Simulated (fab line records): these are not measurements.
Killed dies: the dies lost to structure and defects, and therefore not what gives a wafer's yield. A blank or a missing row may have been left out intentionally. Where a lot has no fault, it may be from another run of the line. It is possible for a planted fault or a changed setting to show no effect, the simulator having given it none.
Comparing a struck lot with a sound one | flow n5 finfet | 39 steps out of a route of 1938
Sound: wafers L523.1, L523.2, L523.4. Struck: wafer L526.3 (left out: L526.1, L526.4 of the same lot, which were not struck); the cause appears at the end.
Each step with rows lists, per side, the tool, then ch with its chambers, then its first start. Under that, the readings that differ: sound wafers | struck wafers | difference of the means | sigmas: that difference in standard deviations of wafers without a fault.
alike: a reading whose means differ by less than 2 such deviations, as well as words and numbers matching on both sides. not compared: withheld readings; readings where some wafer has no value; bounds like >300 that might hide an equal value; numbers whose values overlap and for which the record gives no deviation.
The two part at a step that has a row with sigmas, a row that says differs or no value, or rows on one side only. Numbers that have no deviation but don't overlap get no sigmas and don't part them. Lack of a reading on every wafer of one side parts them only where that side has two or more wafers.

first, 11 steps without rows for these wafers: N5_STI_FIN_REVEAL_DENSIFY_30; N5_STI_FIN_REVEAL_ETCHBACK_08 (etches SiO2 in C4F6/O2, target depth 30.5 nm, time 10.167 s); N5_STI_FIN_REVEAL_STRIP_24 (strips in N2/H2, time 90 s); N5_STI_FIN_REVEAL_PRECLEAN_25 (cleans in SPM, time 90 s); N5_STI_FIN_REVEAL_PRECLEAN_26 (cleans in SC1, time 45 s); N5_STI_FIN_REVEAL_PRECLEAN_29 (cleans in DHF, time 30 s); N5_STI_FIN_REVEAL_SRD_12 (time 30 s); N5_STI_FIN_REVEAL_RECESS_09 (chemistry HF/NH3, target SiO2, afs cycles 11, target depth 42.5 nm, sublimation time 60 s); N5_STI_FIN_REVEAL_STRIP_16 (strips SiNx in H3PO4, target depth 23.8 nm); N5_STI_FIN_REVEAL_PRECLEAN_17 (cleans in NF3:NH3, afs cycles 1, time 20 s, sublimation time 60 s); N5_STI_FIN_REVEAL_ETCH_34 (etches Si in H2, material Si, target depth 0.97 nm).
N5_STI_FIN_REVEAL_OXIDATION_31: chemistry O2 PLASMA REMOTE, time 20 s.
  sound on plasma asher-02 ch 0,1, day 4 03:14; struck on plasma asher-02 ch 1, day 4 17:23
  alike: drypump motor current A, heater power w
  not compared: rf hours counter h
then, 25 steps without rows for these wafers: N5_STI_FIN_REVEAL_PRECLEAN_32 (cleans in NF3:NH3, afs cycles 1, time 20 s, sublimation time 60 s); N5_STI_FIN_REVEAL_STRIP_35 (strips Si3N4 in H3PO4, target depth 4 nm, time 39 s); N5_STI_FIN_REVEAL_SRD_21 (time 30 s); N5_STI_FIN_REVEAL_OXIDATION_33 (chemistry O2 PLASMA REMOTE, time 20 s); N5_STI_FIN_REVEAL_CLEAN_19 (cleans in O3/DIW, time 120 s); N5_STI_FIN_REVEAL_SRD_23 (time 30 s); N5_STI_FIN_REVEAL_PRECLEAN_18 (cleans in SC2, time 45 s); N5_STI_FIN_REVEAL_SRD_28 (time 30 s); N5_DUMMY_GATE_PRECLEAN_00 (cleans in O3/DIW, time 60 s); N5_DUMMY_GATE_SRD_01 (time 30 s); N5_DUMMY_GATE_ALD_02 (deposits SiO2, target thk 2 nm, pulse time 1 s); N5_DUMMY_GATE_CVD_03 (deposits a-Si from SiH4, target thk 150 nm, time 8042 s); N5_DUMMY_GATE_PRECLEAN_46 (cleans in DIW, time 89.5 s); N5_DUMMY_GATE_SRD_47 (dry time 32 s); N5_DUMMY_GATE_CMP_04 (polishes a-Si); N5_DUMMY_GATE_HM_DEP_06 (deposits SiNx from DCS/NH3, target thk 80 nm, time 5141 s); N5_DUMMY_GATE_PECVD_30 (deposits SiO2 from TEOS/O2, target thk 55 nm, time 10.8 s); N5_DUMMY_GATE_COAT_34 (time 60 s, resist thk 60 nm); N5_DUMMY_GATE_COAT_35 (time 60 s, resist thk 10 nm); N5_DUMMY_GATE_COAT_28 (time 60 s, resist thk 10 nm); N5_DUMMY_GATE_COAT_09 (resist thk 30 nm); N5_DUMMY_GATE_EBR_11; N5_DUMMY_GATE_SOFTBAKE_10 (time 60 s); N5_DUMMY_GATE_EXPOSE_12 (exposes mask GATE, target cd 25 nm); N5_DUMMY_GATE_PEB_13 (peb time 60 s).
-- here the record skips 6 days between the struck wafers' starts before and after, leaving off in module DUMMY_GATE and picking up in module BEOL_M4 (first step shown: number 1111 of the route) --
N5_BEOL_M4_RC_MEAS_101:
  sound on prober-02 ch 0, day 9 12:49; struck on prober-01 ch 0, day 10 08:14
  reading            | sound             | struck | difference | sigmas
  DIBL_N (mV/V)      | 37.7 35.8 37.0    | 39.6   | +2.8       | +2
  DIBL_P (mV/V)      | 37.5 35.2 36.3    | 41.8   | +5.5       | +3
  IOFF_N (nA/um)     | 0.182 0.151 0.168 | 0.240  | +0.073     | +3
  IOFF_N_85C (nA/um) | 3.5 2.9 3.3       | 4.4    | +1.2       | +3
  IOFF_N_LIN (nA/um) | 0.083 0.069 0.078 | 0.107  | +0.030     | +4
  IOFF_P (nA/um)     | 0.241 0.192 0.210 | 0.279  | +0.065     | +3
  IOFF_P_85C (nA/um) | 4.0 3.3 3.6       | 4.7    | +1.1       | +3
  IOFF_P_LIN (nA/um) | 0.108 0.092 0.098 | 0.128  | +0.029     | +3
  SS_N (mV/dec)      | 71.4 70.9 70.9    | 73.1   | +2.0       | +4
  alike: IOFF_N_LONG, ION_N, ION_P, SS_P, VT_N, VT_N_LONG, VT_N_LVT, VT_P
-- record jumps: 4 days separate the struck wafers' starts on either side; left off in module BEOL_M4, taken up again in module PASSIVATION, whose first shown step is the route's number 1936 --
N5_PASSIVATION_PROBE_49:
  sound on prober-01, day 14 04:38; struck on prober-01, day 14 12:36
  alike: defect limited yield, killed_at_M0_to_M3, killed_at_M4_up, killed at contacts, killed at front end, killed at other, killed dies, killed open, killed short, sort_bin_5_function, sort_bin_6_memory, sort n pass, sort yield pct
  not compared: sort_bin_4_leakage

## WHERE THEY PART
N5_BEOL_M4_RC_MEAS_101 only, going by this record. Later steps at which nothing parts them and some readings are alike: N5_PASSIVATION_PROBE_49.

WHY: what had been put in by the simulator
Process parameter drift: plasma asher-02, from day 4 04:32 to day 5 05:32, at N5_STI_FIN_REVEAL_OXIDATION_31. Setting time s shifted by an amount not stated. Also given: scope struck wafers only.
